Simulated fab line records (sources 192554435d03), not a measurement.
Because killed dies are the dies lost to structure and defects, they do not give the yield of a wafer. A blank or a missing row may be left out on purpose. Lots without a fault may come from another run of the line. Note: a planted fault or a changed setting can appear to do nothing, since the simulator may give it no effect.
Split-lot trial + flow n5Finfet + 21 wafers read across 7 lots, on a route 1938 steps long

## ABOUT THE SPLIT
At N5_MOL_CONTACT_COAG_EXPOSE_81 (exposes mask VG, defocus 0 nm), the setting doseMj was moved away from the recipe's 59.5 on 3 of the 21 wafers read, by +3.0% to +7.0%. For the rest of the wafers, this setting stayed at what the recipe calls for.

## FROM THE SPLIT TO THE READING: what the file shows between them, 8 steps
- N5_MOL_CONTACT_COAG_PEB_82: peb time 60 s
- N5_MOL_CONTACT_COAG_DEVELOP_83: develop time 30 s
- N5_MOL_CONTACT_COAG_CD_MEAS_84: target cd 25.1 nm
- N5_MOL_CONTACT_COAG_ETCH_91: etches SOC in N2/H2, target depth 60 nm, overetch 21 nm, time 101.2 s (also split here: timeS)
- N5_MOL_CONTACT_COAG_STRIP_92: strips in N2/H2
- N5_MOL_CONTACT_COAG_STRIP_93: strips in N2/H2
- N5_MOL_CONTACT_COAG_PRECLEAN_144: cleans in alkaline clean, time 60 s
- N5_MOL_CONTACT_COAG_SRD_145: time 30 s

## THE READING
Shown in nm: cdNm at N5_MOL_CONTACT_COAG_CD_MEAS_137, with target cd 16 nm. A value of 16.0 nm with a standard deviation of 0.39 nm is what fault-free wafers of this fab line usually give.

| wafer  | tool, chamber at the split | doseMj as run | against the recipe | cdNm, nm | against lot-mates on the recipe |
|--------|----------------------------|---------------|--------------------|----------|---------------------------------|
| L077.2 | euvScanner-01, 0           | 59.5          | recipe             | 16.1     | -                               |
| L077.4 | euvScanner-01, 0           | 63.34         | +6.5%              | 17.0     | +0.9                            |
| L077.6 | euvScanner-01, 0           | 59.5          | recipe             | 16.1     | -                               |
| L074.3 | euvScanner-01, 0           | 59.5          | recipe             | 16.0     | -                               |
| L074.4 | euvScanner-01, 0           | 59.5          | recipe             | 16.1     | -                               |
| L074.6 | euvScanner-01, 0           | 59.5          | recipe             | 16.4     | -                               |
| L079.4 | euvScanner-01, 0           | 59.5          | recipe             | 15.8     | -                               |
| L079.5 | euvScanner-01, 0           | 63.64         | +7.0%              | 17.4     | +1.7                            |
| L079.6 | euvScanner-01, 0           | 59.5          | recipe             | 15.6     | -                               |
| L082.1 | euvScanner-01, 0           | 59.5          | recipe             | 16.4     | -                               |
| L082.5 | euvScanner-01, 0           | 59.5          | recipe             | 15.8     | -                               |
| L082.6 | euvScanner-01, 0           | 59.5          | recipe             | 16.6     | -                               |
| L085.3 | euvScanner-01, 0           | 59.5          | recipe             | 15.6     | -                               |
| L085.4 | euvScanner-01, 0           | 59.5          | recipe             | 15.6     | -                               |
| L085.6 | euvScanner-01, 0           | 59.5          | recipe             | 15.8     | -                               |
| L087.4 | euvScanner-01, 0           | 59.5          | recipe             | 16.4     | -                               |
| L087.5 | euvScanner-01, 0           | 61.27         | +3.0%              | 17.1     | +0.6                            |
| L087.6 | euvScanner-01, 0           | 59.5          | recipe             | 16.7     | -                               |
| L092.1 | euvScanner-01, 0           | 59.5          | recipe             | 15.7     | -                               |
| L092.4 | euvScanner-01, 0           | 59.5          | recipe             | 15.5     | -                               |
| L092.5 | euvScanner-01, 0           | 59.5          | recipe             | 15.7     | -                               |

THE FIT
A straight line over all 21 wafers: cdNm changes by +0.195 nm for each +1% of doseMj; r = +0.74; the points scatter about the line by 0.38 nm.
The same after taking each lot's own level away (the mean of its wafers on the recipe; 21 wafers): +0.195 nm for each +1%; r = +0.90; scatter 0.21 nm.
According to that fit, moving doseMj by its largest amount changes the reading by 1.4 nm.
The lots' own levels span 15.63 to 16.55 nm, that is 2.4 times the standard deviation above.
So the lot-to-lot level blurs the effect unless lot-mates are compared.
Check: for one of the wafers moved furthest among these (+7.0%), held out of the fit, the line's prediction against its lot-mates is +1.02 nm. Against them it came out at +1.7 nm.

## FURTHER SPLITS ON THESE WAFERS
These wafers also went through other splits before the reading. Each is held against what the fit with the lots' levels taken away leaves over:
| other split on the same wafers              | wafers away from the commonest value | r with cdNm (lot level and that fit taken away) |
|---------------------------------------------|--------------------------------------|-------------------------------------------------|
| N5_DUMMY_GATE_COAT_34 spinRpm               | 8                                    | -0.19                                           |
| N5_SD_EPI_N_ETCH_16 targetDepthA            | 8                                    | +0.22                                           |
| N5_SD_EPI_N_EPI_21 epiGrowthTimeS           | 6                                    | -0.22                                           |
| N5_HKMG_FIN_ETCH_35 sourceW                 | 10                                   | +0.22                                           |
| N5_MOL_CONTACT_COAG_CONTACT_ETCH_14 sourceW | 7                                    | -0.02                                           |
| N5_MOL_CONTACT_COAG_ETCH_91 timeS           | 5                                    | +0.11                                           |

## THE WHOLE CHAIN: every reading that the file lists as answering this split, in the file's order
| step                            | what it does      | reading | change (the file's fit)               | r (the file's) |
|---------------------------------|-------------------|---------|---------------------------------------|----------------|
| N5_MOL_CONTACT_COAG_CD_MEAS_84  | target cd 25.1 nm | cdNm    | +0.198 nm for each +1% of the setting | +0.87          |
| N5_MOL_CONTACT_COAG_CD_MEAS_137 | target cd 16 nm   | cdNm    | +0.188 nm for each +1% of the setting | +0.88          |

## THE FILE'S OWN FIT
cdNm changes by +0.188 nm for each +1% of doseMj, r = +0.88.
